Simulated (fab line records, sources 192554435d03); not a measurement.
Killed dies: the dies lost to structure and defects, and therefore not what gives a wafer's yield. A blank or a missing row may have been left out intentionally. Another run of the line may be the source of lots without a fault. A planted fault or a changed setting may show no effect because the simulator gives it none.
fab line records	flow n5-finfet
[record] lots = 6	wafers = 17	last-day = 18
route steps=1938 shown MIM_TOP_LITHO@1841 MIM_TOP_ETCH@1851 MIM_BOT_LITHO@1854 MIM_BOT_ETCH@1866
lots that met no fault: from a run of the same line without faults
start-h: hours from the record's opening day to when the first of the lot's shown wafers began	wait-h: hours from the lot's prior step to this one	" identical to the entry in the row above	L1.1+2: one row covering several wafers at once	- no value present, or no start provided	* or withheld: withheld	< > ~ a bound
route shown NAME@n: NAME is a module with steps in the file, n the number in the route of the first one	usual: the fault-free wafers' mean and standard deviation	same: alike in all rows	chamber/n: place in a boat	sites: the reading at each site	_std_site: standard deviation of those values	_edge_site: mean of outer sites minus mean of inner sites	radius-mm: for every site, how far away it sits from the centre of the wafer	mask NAME#n: copy n	behind: the tool/chamber that last shaped the wafer	hold: why the lot was held/for how many hours/how that ended	device: the transistor (n, p or np) that didn't switch	end of line: at the end of the route, the tests of the same wafers	where a step has no rows: the recipe by itself	killed: count of dies lost to structure and defects at first sort (not the wafer's yield)	map: per-die view of a wafer (x killed, . not killed, _ where there is no die)
set.NAME: the setting the step ran with; set.NAME@STEP: the setting that earlier step ran with	model.NAME: the simulator's own value behind a step, which no gauge read
certain route steps with their lots: each step a table, each wafer a row
services: a tool's chamber out of use, with start hour (start-h, from the record's first day; less than 0 if before it), hours out, and reason
[[steps]]
[step N5_MIM_TOP_LITHO_EBR_04]
[recipe] solvent = PGMEA	ebr-width-mm = 1.5
[step N5_MIM_TOP_LITHO_SOFTBAKE_03]
[recipe] temp-c = 100	time-s = 90
[step N5_MIM_TOP_LITHO_EXPOSE_05]
[recipe] mask-id = MIM_TOP	na = 0.55	source-shape = conventional	sigma-outer = 0.8	polarization = unpolarized	target-cd-nm = 2000	dose-mj = 20.5
[step N5_MIM_TOP_LITHO_PEB_06]
[recipe] peb-temp-c = withheld	peb-time-s = *
[step N5_MIM_TOP_LITHO_DEVELOP_07]
[recipe] develop-time-s = 60	rinse-liquid = diw	dry = air-spin	dev-temp-c = 21
[step N5_MIM_TOP_LITHO_HARDBAKE_09]
[recipe] temp-c = 130	time-s = 120
[step N5_MIM_TOP_LITHO_CD_MEAS_08]
[recipe] target-cd-nm = 2000	landing-energy-ev = 500	detector = se-inlens
[usual] cd-nm = 1999.6/1.6
lot.wafer	tool	chamber	start-h	wait-h	cd-nm
L521.4	cd-sem-02	0	267.78	-	1997.8
L521.5	"	0	"	"	1999.0
L521.6	"	0	"	"	1996.1
L524.1	cd-sem-01	0	299.02	-	2001.3
L524.2	"	0	"	"	2002.8
L524.3	"	0	"	"	2002.7
L527.2	cd-sem-03	0	304.79	-	2000.2
L527.4	"	0	"	"	2000.4
L536.3	cd-sem-01	0	356.45	-	1997.9
L536.4	"	0	"	"	1997.7
L536.5	"	0	"	"	1996.7
L534.1	cd-sem-03	0	365.04	-	2000.7
L534.3	"	0	"	"	1999.9
L534.5	"	0	"	"	2000.3
L543.3	cd-sem-02	0	409.56	-	1995.8
L543.5	"	0	"	"	1996.4
L543.6	"	0	"	"	1998.5
[step N5_MIM_TOP_LITHO_OVL_MEAS_11]
[recipe] points-per-wafer = 44
[usual] MIM_TOP_OVL = 0/6.1
lot.wafer	tool	chamber	start-h	wait-h	MIM_TOP_OVL[nm]
L521.4	overlay-01	0	267.81	0.0	7
L521.5	"	0	"	"	1
L521.6	"	0	"	"	6
L524.1	overlay-02	0	299.05	0.0	-2
L524.2	"	0	"	"	6
L524.3	"	0	"	"	-1
L527.2	overlay-02	0	304.82	0.0	-2
L527.4	"	0	"	"	0
L536.3	overlay-02	0	356.48	0.0	1
L536.4	"	0	"	"	-1
L536.5	"	0	"	"	-1
L534.1	overlay-02	0	365.07	0.0	1
L534.3	"	0	"	"	0
L534.5	"	0	"	"	1
L543.3	overlay-01	0	409.59	0.0	-4
L543.5	"	0	"	"	0
L543.6	"	0	"	"	-8
[step N5_MIM_TOP_LITHO_INSPECT_12]
[recipe] mode = adi	inspect-instrument = macro
[usual] raw-defect-count = 1.9/1.3
lot.wafer	tool	chamber	start-h	wait-h	raw-defect-count
L521.4	defect-inspect-01	-	267.83	0.0	0
L521.5	"	-	"	"	1
L521.6	"	-	"	"	0
L524.1	defect-inspect-02	-	299.07	0.0	1
L524.2	"	-	"	"	5
L524.3	"	-	"	"	1
L527.2	defect-inspect-02	-	304.85	0.0	2
L527.4	"	-	"	"	3
L536.3	defect-inspect-01	-	356.50	0.0	1
L536.4	"	-	"	"	4
L536.5	"	-	"	"	2
L534.1	defect-inspect-02	-	365.10	0.0	3
L534.3	"	-	"	"	3
L534.5	"	-	"	"	4
L543.3	defect-inspect-01	-	409.62	0.0	1
L543.5	"	-	"	"	3
L543.6	"	-	"	"	1
[step N5_MIM_TOP_LITHO_DESCUM_10]
[recipe] chemistry = O2	time-s = 7.9	source-power-w = 50	bias-power-w = 20	pressure-mtorr = 20	rf-frequency-hz = 2.712e+07	temp-c = 40	o2-flow-sccm = 225
[step N5_MIM_TOP_ETCH_ETCH_00]
[recipe] chemistry = Cl2/BCl3	target = TiN	target-depth-a = 385	ion-energy-ev = 150	pressure-mtorr = 10	icp-w = 1000	bias-w = 126	Cl2_flow_sccm = 53.25	bcl3-flow-sccm = 21.75	Ar_flow_sccm = 25
[step N5_MIM_TOP_ETCH_STRIP_01]
[recipe] chemistry = O2	power-w = 600	temp-c = 60	pressure-mtorr = 30	rf-frequency-hz = 6e+07	bias-power-w = 0	overash-fraction = 0.5	o2-flow-sccm = 225
[usual] drypump-motor-current-A = 5.9/0.36	oes-product-au = 0.81/0.083	rf-vpp-V = 3.5/1.3	showerhead-plenum-p-Torr = 2.09/0.057	temp-c = 60.00/0.12	throttle-valve-pct = 16.66/0.28
lot.wafer	tool	chamber	start-h	wait-h	drypump-motor-current-A	oes-product-au	rf-hours-counter-h	rf-vpp-V	showerhead-plenum-p-Torr	temp-c	throttle-valve-pct
L521.4	rie-diel-03	2	268.33	0.1	6.3	0.88	44	3.1	2.05	59.91	16.45
L521.5	"	0	"	"	5.6	0.88	-	7.0	2.03	59.98	16.11
L521.6	"	1	"	"	6.1	0.73	-	3.5	2.17	60.15	17.16
L524.1	rie-diel-06	2	299.40	0.1	5.2	0.78	117	3.1	2.11	60.12	16.94
L524.2	"	0	"	"	5.8	0.92	13	2.7	2.15	60.07	16.39
L524.3	"	0	"	"	5.7	0.90	-	1.9	2.15	60.21	16.42
L527.2	rie-diel-04	0	305.24	0.1	6.3	0.87	34	3.7	2.05	60.05	16.78
L527.4	"	0	"	"	6.3	0.87	-	2.4	2.05	59.98	16.76
L536.3	rie-diel-04	3	356.97	0.3	5.4	0.73	169	2.4	2.09	59.90	16.70
L536.4	"	2	"	"	5.6	0.76	156	2.3	2.00	59.98	16.72
L536.5	"	1	"	"	5.5	1.00	-	3.9	2.14	60.01	16.41
L534.1	rie-diel-04	3	365.39	0.1	5.4	0.74	171	3.0	2.09	60.18	16.74
L534.3	"	2	"	"	5.6	0.77	158	3.8	2.00	60.07	16.70
L534.5	"	0	"	"	6.3	0.84	-	2.8	2.04	60.08	16.81
L543.3	rie-diel-06	3	410.56	0.1	5.8	0.82	77	3.2	2.12	59.98	16.34
L543.5	"	1	"	"	5.9	0.90	-	3.3	2.06	60.10	16.86
L543.6	"	2	"	"	5.2	0.75	-	4.8	2.09	60.00	17.00
[step N5_MIM_TOP_ETCH_PECVD_03]
[recipe] material = SiNx	target-thk-a = 200	temp-c = 400	precursor = SiH4/NH3/N2	pressure-torr = 1.5	rf-w = 300	time-s = 17.6
[usual] chamber-pressure-Torr = 1.4998/0.0028	heater-power-w = 765/89	showerhead-plenum-p-Torr = 5.15/0.07	throttle-valve-pct = 39.3/2
lot.wafer	tool	chamber	start-h	wait-h	chamber-pressure-Torr	heater-power-w	showerhead-plenum-p-Torr	throttle-valve-pct	model.SiNx_of_MIM_TOP_ETCH_PECVD_03.thk-nm
L521.4	pecvd-01	2	268.41	-	1.4968	694	5.19	39.3	20.2
L521.5	"	2	"	"	1.4968	728	5.19	39.1	20.2
L521.6	"	1	"	"	1.4987	667	5.05	38.9	20
L524.1	pecvd-01	0	299.49	-	1.4994	803	5.09	43.2	20
L524.2	"	1	"	"	1.5004	751	5.04	38.8	22.8
L524.3	"	2	"	"	1.5078	752	5.17	39.4	23
L527.2	pecvd-01	2	305.30	-	1.4949	782	5.17	39.1	23
L527.4	"	2	"	"	1.4991	788	5.20	39.2	20.2
L536.3	pecvd-03	2	357.04	-	1.4978	716	5.17	35.9	20
L536.4	"	2	"	"	1.5002	728	5.18	36.1	20.2
L536.5	"	0	"	"	1.4993	684	5.19	38.2	20
L534.1	pecvd-02	0	365.46	-	1.5025	734	5.13	40.8	19.8
L534.3	"	1	"	"	1.5023	840	5.15	40.8	19.6
L534.5	"	1	"	"	1.5068	812	5.14	40.8	20
L543.3	pecvd-03	2	410.65	-	1.5024	705	5.16	36.2	20.6
L543.5	"	2	"	"	1.4993	730	5.16	36.3	20.4
L543.6	"	1	"	"	1.4966	777	5.25	40.1	20.2
[step N5_MIM_BOT_LITHO_HMDS_01]
[recipe] time-s = 60	temp-c = 120
[step N5_MIM_BOT_LITHO_COAT_02]
[recipe] spin-rpm = *	resist-thk-nm = *
[step N5_MIM_BOT_LITHO_EBR_04]
[recipe] solvent = PGMEA	ebr-width-mm = 1.5
[step N5_MIM_BOT_LITHO_SOFTBAKE_03]
[recipe] temp-c = 100	time-s = 90
[step N5_MIM_BOT_LITHO_EXPOSE_05]
[recipe] mask-id = MIM_BOT	na = 0.55	source-shape = conventional	sigma-outer = 0.8	polarization = unpolarized	dose-mj = 24.25
[step N5_MIM_BOT_LITHO_PEB_06]
[recipe] peb-temp-c = withheld	peb-time-s = *
[step N5_MIM_BOT_LITHO_DEVELOP_07]
[recipe] develop-time-s = 60	rinse-liquid = diw	dry = air-spin	dev-temp-c = 21
[step N5_MIM_BOT_LITHO_HARDBAKE_09]
[recipe] temp-c = 130	time-s = 120
[step N5_MIM_BOT_LITHO_CD_MEAS_08]
[recipe] target-cd-nm = 3000	landing-energy-ev = 500	detector = se-inlens	polarity = opening
[usual] cd-nm = 3000.0/1.6
lot.wafer	tool	chamber	start-h	wait-h	cd-nm
L521.4	cd-sem-02	0	268.90	-	2999.3
L521.5	"	0	"	"	3000.5
L521.6	"	0	"	"	3001.1
L524.1	cd-sem-02	0	299.97	-	2998.0
L524.2	"	0	"	"	2998.5
L524.3	"	0	"	"	2998.6
L527.2	cd-sem-03	0	305.66	-	3001.6
L527.4	"	0	"	"	3000.6
L536.3	cd-sem-03	0	357.40	-	3000.7
L536.4	"	0	"	"	3002.7
L536.5	"	0	"	"	2999.2
L534.1	cd-sem-03	0	365.83	-	2998.0
L534.3	"	0	"	"	3000.3
L534.5	"	0	"	"	2999.3
L543.3	cd-sem-03	0	411.01	-	2998.6
L543.5	"	0	"	"	2998.3
L543.6	"	0	"	"	2997.9
[step N5_MIM_BOT_LITHO_OVL_MEAS_11]
[recipe] points-per-wafer = 44
[usual] MIM_BOT_OVL = 3/5.2
lot.wafer	tool	chamber	start-h	wait-h	MIM_BOT_OVL[nm]
L521.4	overlay-01	0	268.92	0.0	4
L521.5	"	0	"	"	2
L521.6	"	0	"	"	-2
L524.1	overlay-02	0	300.00	0.0	7
L524.2	"	0	"	"	0
L524.3	"	0	"	"	4
L527.2	overlay-02	0	305.69	0.0	-7
L527.4	"	0	"	"	-3
L536.3	overlay-02	0	357.43	0.0	3
L536.4	"	0	"	"	-1
L536.5	"	0	"	"	-1
L534.1	overlay-01	0	365.86	0.0	7
L534.3	"	0	"	"	2
L534.5	"	0	"	"	5
L543.3	overlay-02	0	411.04	0.0	5
L543.5	"	0	"	"	-3
L543.6	"	0	"	"	-10
[step N5_MIM_BOT_LITHO_INSPECT_12]
[recipe] mode = adi	inspect-instrument = macro
[usual] raw-defect-count = 2.1/1.4
lot.wafer	tool	chamber	start-h	wait-h	raw-defect-count
L521.4	defect-inspect-02	-	268.95	0.0	4
L521.5	"	-	"	"	2
L521.6	"	-	"	"	2
L524.1	defect-inspect-02	-	300.02	0.0	3
L524.2	"	-	"	"	2
L524.3	"	-	"	"	1
L527.2	defect-inspect-01	-	305.71	0.0	4
L527.4	"	-	"	"	1
L536.3	defect-inspect-02	-	357.45	0.0	1
L536.4	"	-	"	"	0
L536.5	"	-	"	"	1
L534.1	defect-inspect-02	-	365.88	0.0	2
L534.3	"	-	"	"	2
L534.5	"	-	"	"	2
L543.3	defect-inspect-01	-	411.06	0.0	1
L543.5	"	-	"	"	1
L543.6	"	-	"	"	4
[step N5_MIM_BOT_LITHO_DESCUM_10]
[recipe] chemistry = O2	time-s = 7.9	source-power-w = 50	bias-power-w = 20	pressure-mtorr = 20	rf-frequency-hz = 2.712e+07	temp-c = 40	o2-flow-sccm = 225
[usual] drypump-motor-current-A = 5.7/0.43	oes-product-au = 0.78/0.093	rf-vpp-V = 242.5/1	showerhead-plenum-p-Torr = 2.05/0.034	temp-c = 40.00/0.11	throttle-valve-pct = 20.43/0.21
lot.wafer	tool	chamber	start-h	wait-h	drypump-motor-current-A	oes-product-au	rf-hours-counter-h	rf-vpp-V	showerhead-plenum-p-Torr	temp-c	throttle-valve-pct
L521.4	rie-diel-05	1	269.01	0.1	6.0	0.90	-	242.8	2.05	40.03	20.15
L521.5	"	2	"	"	5.2	0.69	-	239.5	1.98	40.01	20.56
L521.6	"	0	"	"	5.1	0.94	-	242.7	2.07	40.21	20.13
L524.1	rie-diel-02	1	300.06	0.0	6.1	0.69	204	241.1	2.08	40.00	20.32
L524.2	"	0	"	"	5.6	0.75	153	243.5	2.01	39.80	20.53
L524.3	"	2	"	"	5.9	0.70	214	243.7	2.06	39.93	20.87
L527.2	rie-diel-02	3	305.75	0.0	6.1	0.73	160	243.3	2.09	39.98	20.37
L527.4	"	0	"	"	5.6	0.74	154	242.6	2.01	40.05	20.51
L536.3	rie-diel-05	1	357.58	0.1	5.9	0.86	56	242.4	2.04	39.96	20.19
L536.4	"	3	"	"	5.8	0.95	14	243.2	2.05	40.12	20.56
L536.5	"	2	"	"	5.1	0.67	-	240.8	1.97	39.87	20.59
L534.1	rie-diel-01	3	365.92	0.0	4.8	0.94	7	243.0	2.05	39.99	20.29
L534.3	"	1	"	"	5.7	0.88	46	242.3	2.04	39.95	20.28
L534.5	"	0	"	"	6.5	0.77	-	243.2	2.02	39.91	20.12
L543.3	rie-diel-02	0	411.46	0.4	5.6	0.71	190	241.2	2.00	39.90	20.58
L543.5	"	3	"	"	6.1	0.70	-	242.7	2.08	39.94	20.44
L543.6	"	0	"	"	5.6	0.72	-	242.8	2.00	39.95	20.59
[step N5_MIM_BOT_ETCH_ETCH_04]
[recipe] chemistry = CF4/O2	target = SiNx	target-depth-a = 260	time-s = 13	ion-energy-ev = 100	pressure-mtorr = 40	source-w = 535	bias-w = 49	Ar_flow_sccm = 100	cf4-flow-sccm = 100	O2_flow_sccm = 10
[usual] drypump-motor-current-A = 5.8/0.42	oes_ar_750_au = 0.78/0.085	oes_o_777_au = 0.78/0.087	oes-product-au = 0.78/0.093	rf-vpp-V = 240.3/2	showerhead-plenum-p-Torr = 2.16/0.035	throttle-valve-pct = 16.00/0.25
lot.wafer	tool	chamber	start-h	wait-h	drypump-motor-current-A	oes_ar_750_au	oes_o_777_au	oes-product-au	rf-hours-counter-h	rf-vpp-V	showerhead-plenum-p-Torr	throttle-valve-pct
L521.4	rie-diel-05	1	269.08	0.0	6.0	0.89	0.89	0.90	-	241.4	2.16	15.67
L521.5	"	2	"	"	5.2	0.69	0.70	0.70	-	241.5	2.10	16.16
L521.6	"	0	"	"	5.1	0.93	0.95	0.94	-	237.0	2.17	15.58
L524.1	rie-diel-02	1	300.12	0.0	6.1	0.69	0.70	0.69	204	244.4	2.19	15.92
L524.2	"	0	"	"	5.6	0.74	0.75	0.75	153	240.3	2.12	16.04
L524.3	"	2	"	"	5.9	0.71	0.69	0.70	214	238.3	2.19	16.50
L527.2	rie-diel-02	3	305.81	0.0	6.1	0.75	0.74	0.74	160	240.7	2.20	16.01
L527.4	"	0	"	"	5.6	0.75	0.76	0.74	154	240.4	2.12	16.07
L536.3	rie-diel-05	1	357.65	0.0	6.0	0.83	0.84	0.85	56	242.8	2.15	15.71
L536.4	"	3	"	"	5.8	0.92	0.92	0.93	14	241.9	2.17	16.07
L536.5	"	2	"	"	5.2	0.67	0.68	0.67	-	241.1	2.09	16.23
L534.1	rie-diel-01	3	365.98	0.0	4.8	0.93	0.91	0.94	7	243.2	2.17	15.87
L534.3	"	1	"	"	5.7	0.88	0.87	0.89	46	241.6	2.15	15.80
L534.5	"	0	"	"	6.5	0.78	0.79	0.78	-	241.3	2.13	15.70
L543.3	rie-diel-02	0	411.52	0.0	5.6	0.72	0.73	0.72	190	239.4	2.10	16.12
L543.5	"	3	"	"	6.1	0.72	0.71	0.70	-	239.5	2.19	16.06
L543.6	"	0	"	"	5.6	0.72	0.73	0.71	-	239.1	2.10	16.12
[step N5_MIM_BOT_ETCH_ETCH_03]
[recipe] chemistry = Cl2/BCl3	target-depth-a = 120	pressure-mtorr = 8	icp-w = 800	bias-w = 100	Cl2_flow_sccm = 20	bcl3-flow-sccm = 80
[step N5_MIM_BOT_ETCH_ETCH_00]
[recipe] chemistry = Cl2/BCl3	target = TiN	target-depth-a = 455	ion-energy-ev = 150	pressure-mtorr = 10	icp-w = 1000	bias-w = 126	Cl2_flow_sccm = 53.25	bcl3-flow-sccm = 21.75	Ar_flow_sccm = 25
[usual] drypump-motor-current-A = 5.3/0.39	mfc-cl2-sccm = 53.26/0.17	oes_ar_750_au = 0.80/0.066	oes-product-au = 0.81/0.069	throttle-valve-pct = 21.85/0.15
lot.wafer	tool	chamber	start-h	wait-h	drypump-motor-current-A	mfc-cl2-sccm	oes_ar_750_au	oes-product-au	rf-hours-counter-h	throttle-valve-pct
L521.4	rie-metal-01	0	269.27	0.1	5.4	53.18	0.87	0.87	-	21.64
L521.5	"	1	"	"	4.8	52.88	0.82	0.82	-	21.88
L521.6	"	0	"	"	5.4	53.18	0.86	0.87	-	21.65
L524.1	rie-metal-02	1	300.30	0.1	5.3	53.33	0.66	0.66	83	22.16
L524.2	"	0	"	"	5.9	52.90	0.76	0.76	53	21.78
L524.3	"	0	"	"	5.9	53.31	0.76	0.77	-	21.79
L527.2	rie-metal-03	1	305.99	0.1	5.6	53.02	0.89	0.91	10	21.82
L527.4	"	1	"	"	5.6	53.10	0.89	0.91	-	21.82
L536.3	rie-metal-01	1	357.87	0.1	4.8	53.07	0.80	0.80	-	21.92
L536.4	"	0	"	"	5.4	53.12	0.84	0.84	-	21.64
L536.5	"	1	"	"	4.8	53.01	0.79	0.81	-	21.92
L534.1	rie-metal-01	0	366.16	0.1	5.4	53.27	0.83	0.85	23	21.64
L534.3	"	0	"	"	5.4	53.21	0.84	0.84	-	21.67
L534.5	"	0	"	"	5.4	53.51	0.84	0.85	-	21.65
L543.3	rie-metal-02	0	411.87	0.2	5.9	53.06	0.73	0.73	-	21.83
L543.5	"	0	"	"	5.9	53.10	0.73	0.74	-	21.81
L543.6	"	0	"	"	5.9	53.03	0.73	0.73	-	21.82
[step N5_MIM_BOT_ETCH_STRIP_01]
[recipe] chemistry = O2	power-w = 600	temp-c = 60	pressure-mtorr = 30	rf-frequency-hz = 6e+07	bias-power-w = 0	overash-fraction = 0.5	o2-flow-sccm = 225
[usual] drypump-motor-current-A = 5.7/0.5	oes-product-au = 0.80/0.093	rf-vpp-V = 3.8/1.2	showerhead-plenum-p-Torr = 2.05/0.031	temp-c = 59.99/0.11	throttle-valve-pct = 16.65/0.23
lot.wafer	tool	chamber	start-h	wait-h	drypump-motor-current-A	oes-product-au	rf-hours-counter-h	rf-vpp-V	showerhead-plenum-p-Torr	temp-c	throttle-valve-pct
L521.4	rie-diel-05	0	269.39	0.1	5.0	0.95	-	2.3	2.07	59.75	16.33
L521.5	"	2	"	"	5.2	0.69	-	4.3	1.99	59.96	16.85
L521.6	"	1	"	"	6.0	0.90	-	5.5	2.05	59.95	16.34
L524.1	rie-diel-02	3	300.44	0.1	6.0	0.73	159	5.1	2.10	59.83	16.68
L524.2	"	2	"	"	5.9	0.70	214	4.3	2.07	59.94	17.13
L524.3	"	0	"	"	5.7	0.73	153	2.5	2.02	60.04	16.77
L527.2	rie-diel-01	0	306.13	0.1	6.5	0.81	93	2.7	2.03	60.00	16.32
L527.4	"	3	"	"	4.8	0.68	250	2.5	2.05	59.92	16.96
L536.3	rie-diel-02	3	358.11	0.2	6.1	0.72	178	3.5	2.09	60.05	16.70
L536.4	"	1	"	"	6.1	0.68	224	3.0	2.08	59.98	16.66
L536.5	"	0	"	"	5.6	0.73	-	3.2	2.01	59.90	16.81
L534.1	rie-diel-01	0	366.30	0.1	6.5	0.78	120	4.1	2.02	59.84	16.43
L534.3	"	2	"	"	5.7	0.83	87	1.4	2.03	60.07	16.78
L534.5	"	0	"	"	6.5	0.79	-	2.9	2.02	59.79	16.42
L543.3	rie-diel-05	3	412.22	0.3	5.8	0.88	41	3.5	2.05	59.96	16.78
L543.5	"	0	"	"	5.1	0.84	-	3.6	2.05	60.05	16.41
L543.6	"	3	"	"	5.8	0.91	-	3.0	2.05	60.02	16.78
[step N5_MIM_BOT_ETCH_STRIP_02]
[recipe] chemistry = post-etch-residue-remover	time-s = 1200	temp-c = 72.5
[usual] temp-c = 72.51/0.13
lot.wafer	tool	chamber	start-h	wait-h	temp-c	model.SiNx_of_MIM_TOP_ETCH_PECVD_03.thk-nm
L521.4	wet-bench-06	7	269.43	-	72.61	20
L521.5	"	0	"	"	72.51	20
L521.6	"	6	"	"	72.62	19.6
L524.1	wet-bench-03	1	300.51	-	72.28	19.6
L524.2	"	0	"	"	72.74	22.4
L524.3	"	2	"	"	72.50	22.6
L527.2	wet-bench-06	2	306.20	-	72.76	22.6
L527.4	"	1	"	"	72.39	19.8
L536.3	wet-bench-03	0	358.18	-	72.72	19.6
L536.4	"	1	"	"	72.62	19.8
L536.5	"	4	"	"	72.67	19.8
L534.1	wet-bench-03	5	366.38	-	72.53	19.4
L534.3	"	1	"	"	72.32	19.2
L534.5	"	3	"	"	72.34	19.6
L543.3	wet-bench-06	0	412.29	-	72.66	20.2
L543.5	"	4	"	"	72.55	20
L543.6	"	5	"	"	72.75	19.8
[step N5_MIM_BOT_ETCH_CLEAN_05]
[recipe] chemistry = IPA	time-s = 180	temp-c = 25
[[services]]
tool	chamber	start-h	hours	kind
pecvd-01	-	256.49	0.9	repair
rie-metal-02	-	264.03	0.2	repair
rie-diel-04	0	271.49	3.0	repair
rie-diel-05	-	271.96	10.0	pm
rie-diel-04	0	283.51	6.1	repair
rie-diel-04	2	291.59	9.0	repair
rie-diel-05	3	292.57	28.2	repair
rie-diel-04	1	299.71	3.5	repair
rie-diel-05	-	311.93	2.8	pm
rie-diel-04	3	313.50	3.9	repair
rie-diel-04	2	319.23	6.4	repair
rie-diel-05	3	321.20	7.7	repair
rie-metal-01	-	337.83	0.4	repair
wet-bench-03	-	339.22	2.1	repair
rie-diel-01	3	343.36	5.8	repair
rie-metal-02	-	356.47	3.4	repair
rie-diel-04	3	368.70	1.9	repair
rie-diel-02	1	374.63	3.0	repair
rie-diel-04	-	378.32	0.1	repair
rie-diel-02	-	380.59	14.6	pm
rie-diel-05	1	388.94	7.3	repair
rie-diel-05	-	402.34	1.1	repair
rie-diel-04	-	406.08	0.5	repair
rie-metal-01	-	406.24	1.1	repair
[[key]]
first-sign none at tools or gauges
[model-effect] step = N5_MIM_TOP_ETCH_PECVD_03	value = SiNx_of_MIM_TOP_ETCH_PECVD_03.thk-nm	without = 20.07	struck = 22.93
[model-effect] step = N5_MIM_BOT_ETCH_STRIP_02	value = SiNx_of_MIM_TOP_ETCH_PECVD_03.thk-nm	without = 19.73	struck = 22.53
met-at N5_MIM_TOP_ETCH_PECVD_03
struck-wafers L524.2,L524.3,L527.2
onset-between 268.41 299.49
[fault] kind = process-parameter-drift	tool = pecvd-01	chamber = -	onset-h = 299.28	steps = N5_MIM_TOP_ETCH_PECVD_03	channel = time-s	offset = *	shape = step	end-h = 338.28	scope = struck-wafers-only	acts-in = *	stated = *
